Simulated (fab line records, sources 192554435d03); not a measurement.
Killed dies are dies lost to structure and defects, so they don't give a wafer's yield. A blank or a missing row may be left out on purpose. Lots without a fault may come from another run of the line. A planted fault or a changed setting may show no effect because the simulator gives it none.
fab line records | flow n5_finfet | part 1 of 2: steps 1 to 23 of 30
record lots=5 wafers=15 last_day=18
route steps=1938 shown PASSIVATION@1906
lots that met no fault: from a run of the same line without faults
start_h: hours from the record's first day to the start of the lot's first wafer shown | wait_h: hours since the lot's step before | " the same as in the row above | L1.1+2: a row that stands for several wafers | - no value, or no start given | * or withheld: withheld | < > ~ a bound
route shown NAME@n: a module of which the file shows steps, and the number in the route of the first | usual: mean/standard deviation of fault-free wafers | same: alike in all rows | chamber/n: place in a boat | sites: the reading at each site | _std_site: their standard deviation | _edge_site: outer sites' mean less inner sites' | radius_mm: how far each site lies from the wafer's centre | mask NAME#n: copy n | behind: the tool/chamber that last shaped the wafer | hold: why the lot was held/for how many hours/how that ended | device: the transistor (n, p or np) that didn't switch | end of line: the same wafers' tests at the end of the route | a step without rows: its recipe alone | killed: dies lost to structure and defects at the first sort, not the wafer's yield | map: a wafer's dies, x killed, . not, _ none there
set.NAME: the setting as run; set.NAME@STEP: as run at that earlier step | model.NAME: the simulator's own value behind a step, which no gauge read
lots at some steps of the route; a table a step, a row a wafer
services: from which hour (start_h, from the record's first day; less than 0 if before it) a tool's chamber was out of use, for how many hours, and why
## steps
# step N5_PASSIVATION_OVL_MEAS_63
# recipe points_per_wafer=44
# usual PAD_OVL=-2/5.3
# columns lot.wafer tool chamber start_h wait_h PAD_OVL[nm]
L077.1 overlay-01 0 321.69 0.0 -4
L077.3 " 0 " " 2
L077.5 " 0 " " -3
L079.3 overlay-02 0 343.51 0.0 -3
L079.5 " 0 " " 0
L079.6 " 0 " " 10
L080.2 overlay-02 0 344.18 0.0 -2
L080.5 " 0 " " -6
L080.6 " 0 " " -8
L085.1 overlay-02 0 352.19 0.0 -4
L085.3 " 0 " " 0
L085.5 " 0 " " -1
L095.2 overlay-01 0 425.39 0.0 6
L095.5 " 0 " " 3
L095.6 " 0 " " -4
# step N5_PASSIVATION_INSPECT_64
# recipe mode=adi inspect_instrument=macro
# usual raw_defect_count=1.9/1.3
# columns lot.wafer tool chamber start_h wait_h raw_defect_count
L077.1 defect_inspect-02 - 321.72 0.0 2
L077.3 " - " " 1
L077.5 " - " " 2
L079.3 defect_inspect-02 - 343.53 0.0 3
L079.5 " - " " 3
L079.6 " - " " 1
L080.2 defect_inspect-02 - 344.20 0.0 5
L080.5 " - " " 0
L080.6 " - " " 0
L085.1 defect_inspect-02 - 352.21 0.0 2
L085.3 " - " " 2
L085.5 " - " " 1
L095.2 defect_inspect-01 - 425.42 0.0 2
L095.5 " - " " 2
L095.6 " - " " 3
# step N5_PASSIVATION_DESCUM_32
# recipe chemistry=O2 time_s=7.9 source_power_w=50 bias_power_w=20 pressure_mtorr=20 rf_frequency_hz=2.712e+07 temp_c=40 o2_flow_sccm=225
# usual drypump_motor_current_A=5.8/0.39 oes_product_au=0.82/0.059 rf_vpp_V=243.7/1.6 showerhead_plenum_p_Torr=2.13/0.091 temp_c=40.00/0.11 throttle_valve_pct=20.41/0.24
# columns lot.wafer tool chamber start_h wait_h drypump_motor_current_A oes_product_au rf_hours_counter_h rf_vpp_V showerhead_plenum_p_Torr temp_c throttle_valve_pct
L077.1 rie_diel-05 2 321.85 0.1 5.6 0.79 106 244.8 2.21 39.85 20.49
L077.3 " 3 " " 5.5 0.88 31 243.6 2.13 39.88 20.44
L077.5 " 1 " " 5.6 0.84 - 241.9 2.03 39.89 20.30
L079.3 rie_diel-01 3 343.76 0.2 6.5 0.80 93 245.7 2.21 40.07 20.80
L079.5 " 2 " " 5.1 0.83 - 242.6 2.02 39.90 20.11
L079.6 " 1 " " 5.8 0.81 - 243.1 2.04 40.02 20.49
L080.2 rie_diel-03 2 344.24 0.0 5.7 0.89 32 244.9 2.25 40.08 20.51
L080.5 " 0 " " 5.7 0.86 - 246.9 2.21 39.97 20.07
L080.6 " 3 " " 6.5 0.67 - 243.7 2.07 39.98 20.42
L085.1 rie_diel-01 3 352.40 0.2 6.5 0.79 98 244.8 2.21 40.06 20.78
L085.3 " 1 " " 5.8 0.81 122 241.3 2.04 39.93 20.50
L085.5 " 2 " " 5.1 0.84 - 242.5 2.01 39.99 20.11
L095.2 rie_diel-05 1 425.45 0.0 5.6 0.78 103 241.3 2.01 40.23 20.35
L095.5 " 2 " " 5.6 0.76 - 243.1 2.20 40.10 20.55
L095.6 " 1 " " 5.6 0.78 - 243.0 2.01 40.06 20.35
# step N5_PASSIVATION_AL_ETCH_33
# recipe chemistry=Cl2/BCl3 target_depth_a=28000 over_etch_frac=0.15 Cl2_flow_sccm=180 bcl3_flow_sccm=60 target=Al stop_on=TaN time_s=466.7 ion_energy_ev=100 pressure_mtorr=10 icp_w=900 bias_w=100
# usual drypump_motor_current_A=5.5/0.36 oes_product_au=0.72/0.11 throttle_valve_pct=34.4/0.33
# columns lot.wafer tool chamber start_h wait_h drypump_motor_current_A oes_product_au rf_hours_counter_h throttle_valve_pct
L077.1 rie_metal-01 1 321.96 0.1 5.4 0.62 73 34.0
L077.3 " 1 " " 5.3 0.62 - 33.9
L077.5 " 1 " " 5.3 0.62 - 33.9
L079.3 rie_metal-01 0 343.98 0.2 5.6 0.56 - 34.6
L079.5 " 1 " " 5.3 0.62 - 33.9
L079.6 " 0 " " 5.6 0.57 - 34.6
L080.2 rie_metal-02 1 344.32 0.1 5.1 0.59 103 34.2
L080.5 " 1 " " 5.1 0.61 - 34.1
L080.6 " 0 " " 6.0 0.89 - 34.5
L085.1 rie_metal-02 0 352.49 0.1 6.0 0.86 3 34.5
L085.3 " 0 " " 6.0 0.86 - 34.5
L085.5 " 0 " " 6.0 0.86 - 34.5
L095.2 rie_metal-01 1 425.54 0.1 5.3 0.60 84 34.0
L095.5 " 0 " " 5.6 0.85 - 34.1
L095.6 " 1 " " 5.3 0.60 - 34.0
# step N5_PASSIVATION_ETCH_59
# recipe chemistry=Cl2/BCl3 target=TaN target_depth_a=650 time_s=34.9 ion_energy_ev=100 pressure_mtorr=10 icp_w=900 bias_w=100 Cl2_flow_sccm=60 bcl3_flow_sccm=30
# usual drypump_motor_current_A=5.5/0.35 oes_product_au=0.79/0.13 throttle_valve_pct=21.21/0.18
# columns lot.wafer tool chamber start_h wait_h drypump_motor_current_A oes_product_au rf_hours_counter_h throttle_valve_pct
L077.1 rie_metal-01 1 322.36 0.3 5.3 0.66 73 21.06
L077.3 " 1 " " 5.3 0.67 - 21.06
L077.5 " 1 " " 5.3 0.67 - 21.05
L079.3 rie_metal-01 0 344.27 0.2 5.6 0.64 - 21.31
L079.5 " 1 " " 5.3 0.66 - 21.06
L079.6 " 0 " " 5.6 0.63 - 21.33
L080.2 rie_metal-02 1 344.72 0.3 5.1 0.66 103 21.15
L080.5 " 1 " " 5.1 0.66 - 21.16
L080.6 " 0 " " 6.0 0.96 - 21.37
L085.1 rie_metal-02 0 352.89 0.3 6.0 0.94 3 21.37
L085.3 " 0 " " 6.0 0.93 - 21.37
L085.5 " 0 " " 6.0 0.94 - 21.36
L095.2 rie_metal-01 1 425.94 0.3 5.3 0.64 84 21.06
L095.5 " 0 " " 5.6 0.93 - 20.93
L095.6 " 1 " " 5.3 0.64 - 21.05
# step N5_PASSIVATION_STRIP_34
# recipe chemistry=O2 power_w=600 temp_c=60 pressure_mtorr=30 rf_frequency_hz=6e+07 bias_power_w=0 overash_fraction=2 o2_flow_sccm=225
# usual drypump_motor_current_A=5.7/0.42 oes_product_au=0.80/0.058 rf_vpp_V=3.4/1.5 showerhead_plenum_p_Torr=2.12/0.099 temp_c=60.01/0.12 throttle_valve_pct=16.69/0.24
# columns lot.wafer tool chamber start_h wait_h drypump_motor_current_A oes_product_au rf_hours_counter_h rf_vpp_V showerhead_plenum_p_Torr temp_c throttle_valve_pct
L077.1 rie_diel-03 3 322.48 0.1 6.4 0.67 239 4.0 2.08 59.93 16.69
L077.3 " 1 " " 5.4 0.80 104 3.6 2.19 60.21 16.66
L077.5 " 1 " " 5.5 0.81 - 2.3 2.19 60.06 16.72
L079.3 rie_diel-03 1 344.36 0.1 5.5 0.80 112 4.6 2.19 60.21 16.71
L079.5 " 1 " " 5.5 0.79 - 7.9 2.19 60.16 16.73
L079.6 " 2 " " 5.7 0.87 - 2.3 2.25 59.94 16.67
L080.2 rie_diel-03 0 344.84 0.1 5.6 0.85 50 4.6 2.21 59.90 16.29
L080.5 " 1 " " 5.5 0.81 - 2.6 2.19 59.98 16.74
L080.6 " 0 " " 5.6 0.86 - 3.0 2.21 59.98 16.19
L085.1 rie_diel-05 0 353.01 0.1 5.6 0.72 174 2.1 1.93 59.92 17.15
L085.3 " 1 " " 5.6 0.83 76 2.4 2.03 60.01 16.57
L085.5 " 1 " " 5.6 0.82 - 1.9 2.03 60.10 16.59
L095.2 rie_diel-03 0 426.06 0.1 5.6 0.81 81 3.2 2.20 60.23 16.37
L095.5 " 3 " " 6.4 0.93 - 3.6 2.07 60.22 16.28
L095.6 " 2 " " 5.7 0.80 - 7.1 2.24 59.78 16.83
# step N5_PASSIVATION_STRIP_51
# recipe chemistry=post_etch_residue_remover time_s=1200 temp_c=72.5
# usual bath_guard_temp_C=72.6/0.42 temp_c=72.52/0.13
# columns lot.wafer tool chamber start_h wait_h bath_guard_temp_C temp_c
L077.1 wet_bench-03 4 322.55 - 72.5 72.45
L077.3 " 3 " " 72.9 72.79
L077.5 " 5 " " 71.9 72.58
L079.3 wet_bench-02 0 344.43 - 72.4 72.45
L079.5 " 5 " " 72.0 72.55
L079.6 " 6 " " 71.7 72.48
L080.2 wet_bench-03 5 344.91 - 71.9 72.42
L080.5 " 2 " " 72.2 72.63
L080.6 " 1 " " 73.4 72.41
L085.1 wet_bench-01 5 353.07 - 72.8 72.64
L085.3 " 2 " " 72.7 72.37
L085.5 " 6 " " 72.7 72.67
L095.2 wet_bench-03 0 426.13 - 72.2 72.47
L095.5 " 7 " " 73.2 72.65
L095.6 " 1 " " 73.1 72.45
# step N5_PASSIVATION_CLEAN_69
# recipe chemistry=IPA time_s=180 temp_c=25
# usual temp_c=24.99/0.11
# columns lot.wafer tool chamber start_h wait_h temp_c
L077.1 wet_bench-03 4 322.88 0.0 24.84
L077.3 " 3 " " 25.13
L077.5 " 5 " " 25.00
L079.3 wet_bench-02 0 344.76 0.0 25.12
L079.5 " 5 " " 25.03
L079.6 " 6 " " 24.91
L080.2 wet_bench-03 5 345.24 0.0 25.04
L080.5 " 2 " " 25.08
L080.6 " 1 " " 24.89
L085.1 wet_bench-01 5 353.41 0.0 24.90
L085.3 " 2 " " 24.91
L085.5 " 6 " " 24.97
L095.2 wet_bench-03 0 426.47 0.0 24.99
L095.5 " 7 " " 25.10
L095.6 " 1 " " 24.94
# step N5_PASSIVATION_SRD_70
# recipe dry=ipa_marangoni time_s=30 temp_c=23 rinse_liquid=diw
# usual temp_c=23.00/0.1
# columns lot.wafer tool chamber start_h wait_h temp_c
L077.1 wet_bench-03 4 322.93 0.0 22.90
L077.3 " 3 " " 23.03
L077.5 " 5 " " 23.06
L079.3 wet_bench-02 0 344.81 0.0 22.80
L079.5 " 5 " " 22.81
L079.6 " 6 " " 22.98
L080.2 wet_bench-03 5 345.29 0.0 22.86
L080.5 " 2 " " 23.11
L080.6 " 1 " " 22.97
L085.1 wet_bench-01 5 353.46 0.0 22.91
L085.3 " 2 " " 22.96
L085.5 " 6 " " 23.15
L095.2 wet_bench-03 0 426.52 0.0 23.05
L095.5 " 7 " " 22.97
L095.6 " 1 " " 23.04
# step N5_PASSIVATION_PECVD_53
# recipe material=SiO2 target_thk_a=8000 temp_c=400 precursor=TEOS/O2 pressure_torr=6.5 rf_w=withheld teos_flow_sccm=withheld gas=O2 flow_sccm=2650 time_s=169.4
# columns lot.wafer tool chamber start_h wait_h
L077.1+3+5 pecvd-03 0,2,0 322.98 0.0
L079.3+5+6 pecvd-03 0,1,2 344.86 0.0
L080.2+5+6 pecvd-02 1,0,1 345.34 0.0
L085.1+3+5 pecvd-01 1,2,1 353.51 0.0
L095.2+5+6 pecvd-01 2,1,2 426.58 0.0
# step N5_PASSIVATION_PECVD_35
# recipe material=SiNx target_thk_a=7000 temp_c=400 precursor=SiH4/NH3/N2 pressure_torr=4.9 rf_w=1406 time_s=151.3
# usual heater_power_w=364/71 showerhead_plenum_p_Torr=8.66/0.073 throttle_valve_pct=30.2/1.9
# columns lot.wafer tool chamber start_h wait_h heater_power_w showerhead_plenum_p_Torr throttle_valve_pct
L077.1 pecvd-03 0 323.09 0.1 418 8.73 32.9
L077.3 " 2 " " 370 8.74 27.4
L077.5 " 0 " " 449 8.72 32.8
L079.3 pecvd-03 0 344.97 0.1 373 8.72 33.2
L079.5 " 1 " " 280 8.67 32.0
L079.6 " 2 " " 299 8.74 27.3
L080.2 pecvd-02 1 345.45 0.1 474 8.61 31.7
L080.5 " 0 " " 334 8.76 31.0
L080.6 " 1 " " 328 8.62 31.3
L085.1 pecvd-01 1 353.62 0.1 340 8.64 27.3
L085.3 " 2 " " 354 8.74 26.6
L085.5 " 1 " " 226 8.66 27.2
L095.2 pecvd-01 2 426.69 0.1 290 8.75 26.3
L095.5 " 1 " " 364 8.64 27.1
L095.6 " 2 " " 311 8.73 26.5
# step N5_PASSIVATION_HMDS_37
# recipe time_s=60 temp_c=120
# columns lot.wafer tool chamber start_h wait_h
L077.1+3+5 litho_track-04 0 323.23 0.1
L079.3+5+6 litho_track-04 0 345.11 0.1
L080.2+5+6 litho_track-03 0 345.59 0.1
L085.1+3+5 litho_track-04 0 353.75 0.1
L095.2+5+6 litho_track-02 0 426.83 0.1
# step N5_PASSIVATION_COAT_38
# recipe spin_rpm=3000 resist_thk_nm=withheld
# columns lot.wafer tool chamber start_h wait_h
L077.1+3+5 litho_track-04 0 - -
L079.3+5+6 litho_track-04 0 - -
L080.2+5+6 litho_track-03 0 - -
L085.1+3+5 litho_track-04 0 - -
L095.2+5+6 litho_track-02 0 - -
# step N5_PASSIVATION_EBR_40
# recipe solvent=PGMEA ebr_width_mm=1.5
# columns lot.wafer tool chamber start_h wait_h
L077.1+3+5 litho_track-04 0 - -
L079.3+5+6 litho_track-04 0 - -
L080.2+5+6 litho_track-03 0 - -
L085.1+3+5 litho_track-04 0 - -
L095.2+5+6 litho_track-02 0 - -
# step N5_PASSIVATION_SOFTBAKE_39
# recipe temp_c=110 time_s=120
# columns lot.wafer tool chamber start_h wait_h
L077.1+3+5 litho_track-04 0 - -
L079.3+5+6 litho_track-04 0 - -
L080.2+5+6 litho_track-03 0 - -
L085.1+3+5 litho_track-04 0 - -
L095.2+5+6 litho_track-02 0 - -
# step N5_PASSIVATION_EXPOSE_41
# recipe mask_id=PASS_OPEN na=0.55 defocus_nm=0 source_shape=conventional sigma_outer=0.8 polarization=unpolarized target_cd_nm=40000 dose_mj=57.25
# usual reticle_temp_C=23.00/0.11
# columns lot.wafer tool chamber start_h wait_h mask reticle_temp_C
L077.1 krf_scanner-01 0 323.47 - PASS_OPEN#0 22.93
L077.3 " 0 " " PASS_OPEN#0 22.97
L077.5 " 0 " " PASS_OPEN#0 22.89
L079.3 krf_scanner-01 0 345.24 - PASS_OPEN#0 22.98
L079.5 " 0 " " PASS_OPEN#0 22.91
L079.6 " 0 " " PASS_OPEN#0 22.92
L080.2 krf_scanner-01 0 345.71 - PASS_OPEN#0 22.83
L080.5 " 0 " " PASS_OPEN#0 22.83
L080.6 " 0 " " PASS_OPEN#0 22.94
L085.1 krf_scanner-01 0 353.87 - PASS_OPEN#0 22.90
L085.3 " 0 " " PASS_OPEN#0 23.06
L085.5 " 0 " " PASS_OPEN#0 23.05
L095.2 krf_scanner-01 0 426.95 - PASS_OPEN#0 23.06
L095.5 " 0 " " PASS_OPEN#0 23.14
L095.6 " 0 " " PASS_OPEN#0 23.10
# step N5_PASSIVATION_PEB_42
# recipe peb_temp_c=withheld peb_time_s=*
# columns lot.wafer tool chamber start_h wait_h
L077.1+3+5 litho_track-04 0 323.53 0.1
L079.3+5+6 litho_track-03 0 345.29 0.0
L080.2+5+6 litho_track-03 0 345.77 0.0
L085.1+3+5 litho_track-03 0 353.93 0.1
L095.2+5+6 litho_track-02 0 427.00 0.0
# step N5_PASSIVATION_DEVELOP_43
# recipe develop_time_s=60 rinse_liquid=diw dry=air_spin dev_temp_c=21
# usual developer_temp_C=21.02/0.1
# columns lot.wafer tool chamber start_h wait_h developer_temp_C
L077.1 litho_track-04 0 - - 21.00
L077.3 " 0 " " 21.05
L077.5 " 0 " " 21.10
L079.3 litho_track-03 0 - - 21.18
L079.5 " 0 " " 21.22
L079.6 " 0 " " 21.19
L080.2 litho_track-03 0 - - 21.06
L080.5 " 0 " " 21.18
L080.6 " 0 " " 21.24
L085.1 litho_track-03 0 - - 21.08
L085.3 " 0 " " 21.06
L085.5 " 0 " " 21.10
L095.2 litho_track-02 0 - - 20.96
L095.5 " 0 " " 20.91
L095.6 " 0 " " 21.01
# step N5_PASSIVATION_HARDBAKE_45
# recipe temp_c=130 time_s=120
# columns lot.wafer tool chamber start_h wait_h
L077.1+3+5 litho_track-04 0 - -
L079.3+5+6 litho_track-03 0 - -
L080.2+5+6 litho_track-03 0 - -
L085.1+3+5 litho_track-03 0 - -
L095.2+5+6 litho_track-02 0 - -
# step N5_PASSIVATION_CD_MEAS_44
# recipe target_cd_nm=40000 landing_energy_ev=500 detector=se_inlens
# usual cd_nm=39999/3.9
# columns lot.wafer tool chamber start_h wait_h cd_nm
L077.1 cd_sem-01 0 323.65 - 39997
L077.3 " 0 " " 40000
L077.5 " 0 " " 40002
L079.3 cd_sem-01 0 345.41 - 39994
L079.5 " 0 " " 40003
L079.6 " 0 " " 40000
L080.2 cd_sem-01 0 345.89 - 39998
L080.5 " 0 " " 39998
L080.6 " 0 " " 39991
L085.1 cd_sem-02 0 354.05 - 39999
L085.3 " 0 " " 39995
L085.5 " 0 " " 40006
L095.2 cd_sem-02 0 427.12 - 39997
L095.5 " 0 " " 39995
L095.6 " 0 " " 39989
# step N5_PASSIVATION_OVL_MEAS_66
# recipe points_per_wafer=44
# usual PASS_OPEN_OVL=0/4.6
# columns lot.wafer tool chamber start_h wait_h PASS_OPEN_OVL[nm]
L077.1 overlay-01 0 323.68 0.0 -7
L077.3 " 0 " " -5
L077.5 " 0 " " 2
L079.3 overlay-02 0 345.44 0.0 4
L079.5 " 0 " " 7
L079.6 " 0 " " 5
L080.2 overlay-01 0 345.92 0.0 4
L080.5 " 0 " " 8
L080.6 " 0 " " 7
L085.1 overlay-02 0 354.08 0.0 6
L085.3 " 0 " " 11
L085.5 " 0 " " 9
L095.2 overlay-01 0 427.15 0.0 0
L095.5 " 0 " " -2
L095.6 " 0 " " 2
# step N5_PASSIVATION_INSPECT_67
# recipe mode=adi inspect_instrument=macro
# usual raw_defect_count=2.1/1.4
# columns lot.wafer tool chamber start_h wait_h raw_defect_count
L077.1 defect_inspect-01 - 323.70 0.0 1
L077.3 " - " " 2
L077.5 " - " " 1
L079.3 defect_inspect-02 - 345.46 0.0 0
L079.5 " - " " 2
L079.6 " - " " 1
L080.2 defect_inspect-02 - 345.94 0.0 1
L080.5 " - " " 2
L080.6 " - " " 7
L085.1 defect_inspect-02 - 354.10 0.0 1
L085.3 " - " " 2
L085.5 " - " " 2
L095.2 defect_inspect-02 - 427.18 0.0 2
L095.5 " - " " 2
L095.6 " - " " 2
# step N5_PASSIVATION_DESCUM_46
# recipe chemistry=O2 time_s=7.9 source_power_w=50 bias_power_w=20 pressure_mtorr=20 rf_frequency_hz=2.712e+07 temp_c=40 o2_flow_sccm=225
# usual drypump_motor_current_A=5.8/0.44 oes_product_au=0.81/0.057 rf_vpp_V=243.4/1.7 showerhead_plenum_p_Torr=2.11/0.098 temp_c=40.02/0.11 throttle_valve_pct=20.45/0.27
# columns lot.wafer tool chamber start_h wait_h drypump_motor_current_A oes_product_au rf_hours_counter_h rf_vpp_V showerhead_plenum_p_Torr temp_c throttle_valve_pct
L077.1 rie_diel-01 2 323.78 0.1 5.1 0.84 59 242.8 2.02 40.17 20.08
L077.3 " 1 " " 5.8 0.82 110 242.9 2.04 40.00 20.47
L077.5 " 1 " " 5.8 0.81 - 242.1 2.04 39.96 20.47
L079.3 rie_diel-03 0 345.49 0.0 5.6 0.85 50 245.4 2.21 40.11 20.08
L079.5 " 0 " " 5.6 0.86 - 244.6 2.21 40.28 20.06
L079.6 " 3 " " 6.4 0.67 - 242.2 2.07 39.87 20.46
L080.2 rie_diel-03 2 346.08 0.1 5.7 0.88 33 245.4 2.25 39.85 20.50
L080.5 " 2 " " 5.6 0.88 - 244.5 2.25 40.21 20.51
L080.6 " 3 " " 6.4 0.67 - 242.2 2.07 39.92 20.46
L085.1 rie_diel-01 3 354.27 0.2 6.5 0.80 98 244.7 2.21 39.99 20.79
L085.3 " 2 " " 5.1 0.83 74 243.1 2.01 39.86 20.10
L085.5 " 1 " " 5.8 0.81 - 243.0 2.04 40.08 20.50
L095.2 rie_diel-05 3 427.21 0.0 5.5 0.81 70 243.4 2.12 40.08 20.48
L095.5 " 1 " " 5.5 0.78 - 241.9 2.01 39.97 20.35
L095.6 " 0 " " 5.5 0.72 - 241.6 1.91 40.01 20.95
